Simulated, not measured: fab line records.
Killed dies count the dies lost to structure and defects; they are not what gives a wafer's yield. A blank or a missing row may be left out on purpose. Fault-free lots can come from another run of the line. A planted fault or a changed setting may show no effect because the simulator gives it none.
fab line records | flow n5-finfet
record lots=4 wafers=12 last-day=17
route steps=1938 shown BEOL_M2@841 BEOL_M4@1111 PASSIVATION@1936
lots untouched by any fault: they come from a run of this same line in which no faults occurred
start-h: hours from the record's first day to the start of the lot's first wafer shown | wait-h: how many hours have passed since the lot's step before this one | " repeats the value in the row above | L1.1+2: several wafers, shown together as one row | - no value, or no start was given | * or withheld: withheld | < > ~ a bound
route shown NAME@n: NAME is a module with steps in the file, n the number in the route of the first one | usual: mean/standard deviation of fault-free wafers | same: alike in all rows | chamber/n: place in a boat | sites: per-site readings | _std_site: how widely they spread, as a standard deviation | _edge_site: mean of outer sites minus mean of inner sites | radius-mm: for every site, how far away it sits from the centre of the wafer | mask NAME#n: copy n | behind: the tool/chamber that last shaped the wafer | hold: cause of the lot's hold/its duration in hours/its outcome | device: names the non-switching transistor (n, p or np) | end of line: the tests these same wafers got at the end of their route | where a step has no rows: the recipe by itself | killed: at the first sort, the dies lost to defects and structure; wafer yield is something else | map: a wafer's dies, marking killed ones x, the rest . and places with no die _
set.NAME: the setting as run; set.NAME@STEP: as run at that earlier step | model.NAME: the simulator's own value behind a step, which no gauge read
lots seen at some steps along the route; tables by step, rows by wafer
services: a tool's chamber out of use, with start hour (start-h, from the record's first day; less than 0 if before it), hours out, and reason
## steps
# step N5_BEOL_M2_ILD_DEP_00
# recipe material=SiOC target-thk-a=790 temp-c=350 precursor=DEMS/O2 pressure-torr=5 rf-w=500 time-s=15.3
# step N5_BEOL_M2_PECVD_72
# recipe material=SiO2 target-thk-a=160 temp-c=400 precursor=TEOS/O2 pressure-torr=5.5 rf-w=450 teos-flow-sccm=53.8 gas=O2 flow-sccm=3000 time-s=18
# step N5_BEOL_M2_HM_DEP_02
# recipe material=TiN target-thk-a=200 temp-c=25 chamber-pressure-pa=0.49996
# step N5_BEOL_M2_COAT_61
# recipe resist=SOC temp-c=250 time-s=60 spin-rpm=1500 resist-thk-nm=60
# step N5_BEOL_M2_COAT_62
# recipe resist=SiARC temp-c=220 time-s=60 spin-rpm=1500 resist-thk-nm=12
# step N5_BEOL_M2_COAT_73
# recipe resist=underlayer temp-c=205 time-s=60 spin-rpm=1500 resist-thk-nm=5
# step N5_BEOL_M2_COAT_05
# recipe resist=CAR-EUV spin-rpm=1500 resist-thk-nm=30
# step N5_BEOL_M2_EBR_07
# recipe solvent=PGMEA ebr-width-mm=1.5
# step N5_BEOL_M2_SOFTBAKE_06
# recipe temp-c=110 time-s=60 resist=CAR-EUV
# step N5_BEOL_M2_EXPOSE_08
# recipe mask-id=M2 na=0.33 source-shape=dipole sigma-inner=0.369 sigma-outer=0.767 polarization=unpolarized dose-mj=41.25
# columns lot.wafer tool chamber start-h wait-h mask
L212.1+2+6 euv-scanner-01 0 143.75 - M2#0
L221.1+2+4 euv-scanner-01 0 194.44 - M2#0
L223.4+5+6 euv-scanner-01 0 212.44 - M2#0
L232.1+5+6 euv-scanner-02 0 256.08 - M2#0
# step N5_BEOL_M2_PEB_09
# recipe peb-temp-c=100 peb-time-s=60 resist=CAR-EUV
# step N5_BEOL_M2_DEVELOP_10
# recipe develop-time-s=30 developer=TMAH resist=CAR-EUV rinse-liquid=surfactant-rinse dry=air-spin dev-temp-c=23
# step N5_BEOL_M2_DESCUM_16
# recipe chemistry=O2 time-s=7 source-power-w=50 bias-power-w=20 pressure-mtorr=20 rf-frequency-hz=2.712e+07 temp-c=40 resist=CAR-EUV o2-flow-sccm=225
# step N5_BEOL_M2_ETCH_74
# recipe chemistry=N2/H2 target=underlayer target-depth-a=65 mask-material=CAR-EUV time-s=5.2 ion-energy-ev=200 pressure-mtorr=30 source-w=840 bias-w=150 n2-flow-sccm=200 h2-flow-sccm=200 ends=cleared
# usual drypump-motor-current-A=5.6/0.36 etch-rf-on-time-s=5.22/0.095 oes-product-au=0.68/0.076 rf-vpp-V=524.5/2.4 showerhead-plenum-p-Torr=2.57/0.082 throttle-valve-pct=17.73/0.21
# columns lot.wafer tool chamber start-h wait-h drypump-motor-current-A etch-rf-on-time-s oes-product-au rf-hours-counter-h rf-vpp-V showerhead-plenum-p-Torr throttle-valve-pct model.BEOL_M2.cd-offset-nm
L212.1 rie-diel-04 0 144.05 0.0 5.9 5.26 0.65 159 524.7 2.55 17.71 0
L212.2 " 3 " " 4.9 5.02 0.80 23 527.0 2.71 17.64 0.2
L212.6 " 1 " " 5.4 5.25 0.59 - 523.2 2.52 17.92 0.2
L221.1 rie-diel-04 1 194.73 0.0 5.4 5.22 0.78 10 523.2 2.52 17.52 0
L221.2 " 2 " " 5.7 5.10 0.63 182 526.5 2.63 18.10 0.2
L221.4 " 0 " " 5.9 5.26 0.65 178 525.0 2.54 17.76 0
L223.4 rie-diel-04 2 212.70 0.0 5.7 5.09 0.63 189 526.3 2.63 18.12 -0.6
L223.5 " 0 " " 5.9 5.28 0.63 - 524.2 2.54 17.75 -0.6
L223.6 " 1 " " 5.3 5.21 0.78 - 521.7 2.51 17.54 -0.6
L232.1 rie-diel-05 2 256.37 0.0 5.8 5.15 0.59 223 524.7 2.61 17.45 0
L232.5 " 1 " " 5.4 4.96 0.79 - 522.4 2.50 17.82 0
L232.6 " 2 " " 5.8 5.17 0.58 - 527.8 2.61 17.47 0
# step N5_BEOL_M2_ETCH_63
# recipe chemistry=CF4 target=SiARC target-depth-a=156 mask-material=CAR-EUV time-s=26 ion-energy-ev=80 pressure-mtorr=40 source-w=545 bias-w=36 Ar_flow_sccm=100 cf4-flow-sccm=100 ends=cleared
# step N5_BEOL_M2_ETCH_64
# recipe chemistry=N2/H2 target=SOC target-depth-a=750 overetch-a=225 mask-material=SiARC temp-c=40 time-s=121.9 ion-energy-ev=200 pressure-mtorr=30 source-w=840 bias-w=150 n2-flow-sccm=200 h2-flow-sccm=200
# usual drypump-motor-current-A=5.6/0.35 oes-product-au=0.60/0.065 rf-vpp-V=524.5/2.3 showerhead-plenum-p-Torr=2.57/0.082 throttle-valve-pct=17.68/0.21
# columns lot.wafer tool chamber start-h wait-h drypump-motor-current-A oes-product-au rf-hours-counter-h rf-vpp-V showerhead-plenum-p-Torr throttle-valve-pct model.BEOL_M2.cd-offset-nm
L212.1 rie-diel-04 0 144.09 0.0 5.9 0.58 159 523.9 2.55 17.69 -0.4
L212.2 " 3 " " 5.0 0.70 23 528.6 2.71 17.58 0.2
L212.6 " 1 " " 5.4 0.52 - 523.5 2.52 17.89 0.2
L221.1 rie-diel-04 1 194.77 0.0 5.4 0.70 10 522.7 2.51 17.49 0
L221.2 " 2 " " 5.7 0.56 182 526.4 2.63 18.08 0.2
L221.4 " 0 " " 5.9 0.57 178 523.0 2.54 17.74 -0.6
L223.4 rie-diel-04 2 212.75 0.0 5.7 0.55 189 526.7 2.63 18.10 -0.2
L223.5 " 0 " " 5.9 0.57 - 524.2 2.54 17.73 -0.8
L223.6 " 1 " " 5.4 0.69 - 523.1 2.51 17.50 -0.8
L232.1 rie-diel-05 2 256.41 0.0 5.8 0.52 223 526.1 2.61 17.41 0.2
L232.5 " 1 " " 5.4 0.69 - 521.5 2.50 17.77 0.4
L232.6 " 2 " " 5.8 0.52 - 526.0 2.61 17.40 0.2
# step N5_BEOL_M2_STRIP_65
# recipe chemistry=N2/H2 temp-c=40 n2-flow-sccm=200 h2-flow-sccm=200 rf-frequency-hz=6e+07
# step N5_BEOL_M2_STRIP_75
# recipe chemistry=N2/H2 temp-c=40 n2-flow-sccm=200 h2-flow-sccm=200 rf-frequency-hz=6e+07
# step N5_BEOL_M2_STRIP_66
# recipe chemistry=CF4 resist=SiARC power-w=300 bias-power-w=75 pressure-mtorr=50 cf4-flow-sccm=150 rf-frequency-hz=6e+07
# step N5_BEOL_M2_HM_OPEN_17
# recipe chemistry=Cl2/BCl3 target-depth-a=200 overetch-a=60 target=TiN mask-material=SOC ion-energy-ev=150 pressure-mtorr=10 icp-w=1000 bias-w=126 Cl2_flow_sccm=53.25 bcl3-flow-sccm=21.75 Ar_flow_sccm=25
# step N5_BEOL_M2_STRIP_19
# recipe chemistry=O2 power-w=400 temp-c=40 pressure-mtorr=30 rf-frequency-hz=6e+07 bias-power-w=0 overash-fraction=0.2 o2-flow-sccm=225
# step N5_BEOL_M2_COAT_67
# recipe resist=SOC temp-c=250 time-s=60 spin-rpm=1500 resist-thk-nm=60
# step N5_BEOL_M2_COAT_68
# recipe resist=SiARC temp-c=220 time-s=60 spin-rpm=1500 resist-thk-nm=12
# step N5_BEOL_M2_COAT_76
# recipe resist=underlayer temp-c=205 time-s=60 spin-rpm=1500 resist-thk-nm=5
# step N5_BEOL_M2_COAT_22
# recipe resist=CAR-EUV spin-rpm=1500 resist-thk-nm=30
# step N5_BEOL_M2_EBR_24
# recipe solvent=PGMEA ebr-width-mm=1.5
# step N5_BEOL_M2_SOFTBAKE_23
# recipe temp-c=110 time-s=60 resist=CAR-EUV
# step N5_BEOL_M2_EXPOSE_25
# recipe mask-id=V1 na=0.33 source-shape=quasar sigma-inner=0.2 sigma-outer=0.8 polarization=unpolarized defocus-nm=5 dose-mj=63
# step N5_BEOL_M2_PEB_26
# recipe peb-temp-c=100 peb-time-s=60 resist=CAR-EUV
# step N5_BEOL_M2_DEVELOP_27
# recipe develop-time-s=30 developer=TMAH resist=CAR-EUV rinse-liquid=surfactant-rinse dry=air-spin dev-temp-c=23
# step N5_BEOL_M2_DESCUM_33
# recipe chemistry=O2 time-s=7 source-power-w=50 bias-power-w=20 pressure-mtorr=20 rf-frequency-hz=2.712e+07 temp-c=40 resist=CAR-EUV o2-flow-sccm=225
# step N5_BEOL_M2_ETCH_77
# recipe chemistry=N2/H2 target=underlayer target-depth-a=65 mask-material=CAR-EUV time-s=5.2 ion-energy-ev=200 pressure-mtorr=30 source-w=840 bias-w=150 n2-flow-sccm=200 h2-flow-sccm=200 ends=cleared
# step N5_BEOL_M4_RC_MEAS_101
# usual DIBL_N=35.8/1.8 DIBL_P=35.9/2.2 IOFF_N=0.16/0.035 IOFF_P=0.21/0.04 ION_N=672/11 ION_P=461/7.4 SS_N=71.4/0.64 SS_P=73.2/0.67 VT_N=250/3.5 VT_P=-251/3.4
# columns lot.wafer tool chamber start-h wait-h DIBL_N[mV/V] DIBL_P[mV/V] IOFF_N[nA/um] IOFF_P[nA/um] ION_N[uA/um] ION_P[uA/um] SS_N[mV/dec] SS_P[mV/dec] VT_N[mV] VT_P[mV]
L212.1 prober-01 0 183.10 0.0 34.2 35.4 0.17 0.23 678 466 71.7 73.4 246 -246
L212.2 " 0 " " 36.1 37.3 0.19 0.24 678 467 72.5 73.3 247 -248
L212.6 " 0 " " 35.5 36.5 0.19 0.24 685 472 71.4 72.6 246 -247
L221.1 prober-01 0 222.11 0.0 36.0 35.8 0.15 0.21 666 450 71.8 73.4 250 -252
L221.2 " 0 " " 38.3 38.0 0.20 0.25 695 470 72.3 74.6 246 -251
L232.1 prober-01 0 287.79 0.0 30.4 29.3 0.08 0.11 638 447 69.6 72.1 261 -257
L232.5 " 0 " " 33.8 33.5 0.11 0.15 665 456 71.1 73.0 253 -256
L232.6 " 0 " " 38.0 38.3 0.19 0.23 689 467 71.5 74.1 247 -249
# step N5_PASSIVATION_PROBE_49
# usual defect-limited-yield=91.0/1.5 killed_at_M0_to_M3=34/9.1 killed_at_M4_up=14/5.7 killed-at-contacts=13/5.7 killed-at-front-end=42/12 killed-at-other=4/3.4 killed-dies=106/17 killed-on-rim=14/4.3 killed-open=70/13 killed-short=34/7.5 sort_bin_5_function=5.2/0.94 sort_bin_6_memory=3.4/0.69 sort_bin_8_speed=0.00/0.029 sort-n-pass=1074/17 sort-yield-pct=91.0/1.5
# same gross-dies=1180 killed-at-back-side=0 sort_bin_4_leakage[%]=0
# columns lot.wafer tool chamber start-h wait-h defect-limited-yield[%] killed_at_M0_to_M3 killed_at_M4_up killed-at-contacts killed-at-front-end killed-at-other killed-dies killed-on-rim killed-open killed-short sort_bin_5_function[%] sort_bin_6_memory[%] sort_bin_8_speed[%] sort-n-pass sort-yield-pct[%]
L212.2 prober-02 - 289.61 0.1 91.9 37 21 9 26 3 96 8 68 25 4.4 3.5 0 1084 91.9
L221.4 prober-02 - 333.69 0.2 32.0 744 16 10 28 4 802 108 64 22 43.5 19.8 0 378 32.0
L223.4 prober-01 - 351.71 0.2 24.7 808 16 16 47 1 888 116 77 34 48.6 20.7 0 292 24.7
L223.5 prober-01 - 351.76 0.2 35.2 701 15 10 38 1 765 98 57 26 41.9 19.3 0 415 35.2
L223.6 prober-01 - 351.81 0.3 39.8 645 15 11 37 2 710 92 69 26 37.5 19.0 0 470 39.8
# killed by level:class
L212.2 BEOL_M4:geometric-particle:open=14 STI_FIN_REVEAL:geometric-particle:open=9 BEOL_M0_SAQP:geometric-particle:open=9 BEOL_M1:geometric-particle:open=9 MOL_CONTACT_COAG:geometric-particle:open=8 BEOL_M0_SAQP:geometric-particle:short=6 BEOL_M2:geometric-particle:open=4 STARTING-WAFER:geometric-particle:open=4
L221.4 BEOL_M2:area-expose=714 MOL_CONTACT_COAG:geometric-particle:open=9 DUMMY_GATE:geometric-particle:open=8 BEOL_M0_SAQP:geometric-particle:open=6 BEOL_M4:geometric-particle:open=6 FIN_SAQP:geometric-particle:short=5 BEOL_M0_SAQP:geometric-particle:short=5 BEOL_M2:geometric-particle:open=5
L223.4 BEOL_M2:area-expose=776 MOL_CONTACT_COAG:geometric-particle:open=14 BEOL_M0_SAQP:geometric-particle:open=12 STI_FIN_REVEAL:geometric-particle:open=11 FIN_SAQP:geometric-particle:open=7 BEOL_M0_SAQP:geometric-particle:short=7 FIN_SAQP:geometric-particle:short=6 GATE_CUT:geometric-particle:short=5
L223.5 BEOL_M2:area-expose=680 STI_FIN_REVEAL:geometric-particle:open=9 GATE_CUT:geometric-particle:short=9 MOL_CONTACT_COAG:geometric-particle:open=9 BEOL_M3:geometric-particle:open=7 BEOL_M4:geometric-particle:open=6 BEOL_M2:geometric-particle:open=5 FIN_SAQP:geometric-particle:short=4
L223.6 BEOL_M2:area-expose=614 MOL_CONTACT_COAG:geometric-particle:open=9 STI_FIN_REVEAL:geometric-particle:open=8 GATE_CUT:geometric-particle:short=7 BEOL_M0_SAQP:geometric-particle:short=7 BEOL_M0_SAQP:geometric-particle:open=7 GATE_CUT:geometric-particle:open=6 BEOL_M2:geometric-particle:open=5
# map L221.4 (x killed, . not)
_________________x.xxxxx..xxx________________
______________x.x.xx.x..x.xxxx.x_____________
___________..xxx.xx.x..x.xx...xxx..__________
__________xxx.xxxx.x.x.xx..x.xxxx.x._________
________x.x.xxxxx.xx.xxxxxx.x.xxx.xx.._______
_______.xxx...xxxxxxx.x.xx.xxxx..xxx..x______
______xx.xxx.xxxx.xxxxxxx.xxx..x.x..xx.x_____
_____x.x.xx.x.xxxxxx...x.x.xxx.x..x.xxxxx____
____xxxxx.x.x...x.xx.x.xxxxxxx.xxxxxx..xxx___
___xxxx.xxx.x.x.x.xxx.x..xxxxx...x.x..xxxxx__
___x...xxxx.xx..xxx.xx.xx.xxxx....xx.xxxxxx__
__x.xx.xx..x.xxxxx.xxxxx.xxxx.x...xxx...xxx._
__.x.xxx.xxx.xxxxxx.xx.x.xx..x.xxx..xxxx..xx_
_xx.x..x.x.x..x.x..xxxx.xxxxxx.xx..xxx.x.x.xx
_xxx..x..xxxxx.x.xxxxx..x..xxxxxxx.xx.xxxxxx.
_x.xxxxxx..xxxx.xx.xx.xxx.xx.xx..xxxx.xxx..xx
_x.xxxx...x....xxx.xxx.x..xxxx.xxx..xxx.x.x.x
_x.xxx.xx..xx.xxxx....x..xxx..xxx.x.xx.xx.x.x
_..xxxxx.xxxxx.xxxxxx.xx..x.xxx.xxxxxxxxx..xx
_xxxx.xx.x.xxx..xxx.xxxx.xxxxxxx.x...x..x.x..
_xxx...xxxxxxx.x....xx..xxxxxxxxx.xxxx.x..xxx
__xx..xx.xxxxxxx.xxx.xxx.xx..xxxxxxxxxxxxx.._
__.xxxx.xxx...xxx.x..x.xx....xxxx..xxxx.xxx._
___.xx.x.xxxxxxxxxxxx.x.x.xxx..xxxxxxx.x...__
___x.xx.xxxx..x.x.xxxxxx..xxx.xxxxx..xxxxxx__
____xxxxxx.xx.xx...xx.xxxxx.xxxx.xxx..xxxx___
_____.xxxxxx..x.x.xx.xxxxxxx.xxx.x.xxxxxx____
______.xxxx..xxxxx.xx..xxx.x.xxxxx.xx..x_____
_______xxxxxxxxxx.xxx.x.xx.x.xx..xxx..x______
________x.x.xx.x.x.xxxxx.x.xxxxxxx.xxx_______
__________x...x.x.x.xxxxxxxxx.xxxx.._________
___________xxx..xxxxxxx.xxxxxxxx...__________
______________..xxxx.x.xxxxxxxxx_____________
_________________xxxxxxxxxxxx________________
# map L223.4 (x killed, . not)
_________________xxxxxxx.x.xx________________
______________x.xx.xxx....x.xxxx_____________
___________x..xx.xxxx.xxxx.xxxxxx..__________
__________xx.x.xxxxxx.xx.xxxxx.x...x_________
________.xxx.xxx.xxx.xxxxxx.xxxx...xxx_______
_______.x.xxx.xxx.xxxxx.xx..xx..x.x.xxx______
______x.xxxxx.xxxxxxxxxxx.xxxx.xxxxxxx.x_____
_____.xxx.xx.x.xxx..xxxxxxxxxxx.x..xxx...____
____xxxxxxxx..x.xx.xx.xx.x..xxx.xxxxx..x.x___
___xx..x.xxxxxxxxxxxx.xxxxxxx.xxxx...xxxx.x__
___xxxxxxxxxx.xxxxxxxxxx.x.x.xxx..xxx.xxx.x__
__xx.x.xx.x.xx.x.xxxxxxx.xxxxx..xx.xx.x.x.xx_
__xxxxxxxxxxxxx.xxxxxxxx.xxxxxxxxxxxxxxxx.xx_
_.xxx.xxxxxxxx.xx.xxx.xxxxx.xxxx.xx.xx.xxx.xx
_xxxxxx.xxxx.x.xx.xxxxxxxxx..xx.xxx.xxxxxx..x
_xx.xxxx.xx..xxxx.xx...xxxxxxxxxxxxxxx.xxxxxx
_.xxxxx..x.xx..xxxxx.x.xxxxxx.x..xxx.xxxxx.xx
_xxxx.xxx.xxx.xxxxxx.xxxxxxxxxx.xxxx.xxx.xxx.
_.xxxxxxxx.x.xx......xxx...x.xxxxx..x.x.xx.xx
_xxx.xxxx..x.x.xxxxxx.xxx..xxxxxxxxxxxxx.xxxx
_.x..x.x.xxx.x.xx.x.x..xxx.x.x..xxxxx.xxxxx.x
__xx.x.xxx.xxxxx.x.x.xxxx.xxx.xxx.x.xxxxxxx._
__x.x.x.xx..xx.xxxxxxxxxxxxxx.xxxxxxxx..xxx._
___xxxxxxx.xx.xxx.xxxxxxxxxxxx..x.xxxxx..x.__
___.xxxxxxxxx.xx.x.xx..x.x..xx....x..xxxxxx__
____..xxxxxx.x.x..xx...xxxxxx..xxxxxx.x.xx___
_____xxx..xxxxxx.xxxxxx.xxxxxx.xxxxxxxxxx____
______xxxxxxxxxx.xxxxxxx..xxxx.xx.xx.xxx_____
_______x..xx.xx.x.x.x.xxxxxxxxxxxx.xxxx______
________xxxxx.xxx.xx.xxx...x.xx.xx..xx_______
__________xxxxxxxxxxxxxxxxxxxxxxxxxx_________
___________xx.xxxxx.xxxxxxxxxxxxxxx__________
______________xx.xxxxxxxxxx.xxxx_____________
_________________xxxxxxxxxx..________________
## services
# columns tool chamber start-h hours kind
euv-scanner-02 - 121.38 1.0 pm
rie-diel-05 2 127.78 5.4 repair
rie-diel-04 0 133.20 5.6 repair
rie-diel-04 1 144.24 - clean
rie-diel-04 1 144.24 - consumable-replace:focus-ring
euv-scanner-02 - 146.02 4.6 pm
euv-scanner-02 - 153.21 0.3 repair
rie-diel-05 1 153.82 - clean
rie-diel-05 1 153.82 - consumable-replace:focus-ring
rie-diel-05 1 153.82 20.4 scheduled-down
rie-diel-05 1 153.82 20.4 vent-cycle
euv-scanner-01 - 158.23 1.0 pm
euv-scanner-01 - 159.24 4.6 pm
euv-scanner-02 - 177.53 1.0 pm
euv-scanner-02 0 202.63 - calibration
rie-diel-05 3 207.52 3.0 repair
euv-scanner-01 - 214.38 1.0 pm
euv-scanner-02 - 221.63 - calibration
euv-scanner-02 - 233.68 1.0 pm
euv-scanner-01 0 237.90 - calibration
## key
first-sign step=N5_PASSIVATION_PROBE_49 reading=killed_at_M0_to_M3 direction=up sigmas=76 usual=34 struck=724
effect step=N5_PASSIVATION_PROBE_49 reading=sort_bin_5_function direction=up sigmas=40 usual=5.2 struck=42.9
model-effect step=N5_BEOL_M2_ETCH_74 value=BEOL_M2.cd-offset-nm without=-0.1 struck=-0.45
model-effect step=N5_BEOL_M2_ETCH_64 value=BEOL_M2.cd-offset-nm without=-0.2 struck=-0.6
more-kills-born-at N5_BEOL_M2_EXPOSE_08@euv-scanner-01=2784
met-at N5_BEOL_M2_EXPOSE_08
struck-wafers L221.4,L223.4,L223.5,L223.6
later-rows-left-out L221.4,L223.4,L223.5,L223.6
onset-between 143.75 194.44
fault kind=process-parameter-drift tool=euv-scanner-01 chamber=- onset-h=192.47 steps=N5_BEOL_M2_EXPOSE_08 channel=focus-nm offset=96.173 shape=step end-h=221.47 scope=struck-wafers-only
# later-rows-left-out: the simulator's readings of these wafers behind a module that went badly wrong aren't trusted and aren't shown, but for the sort
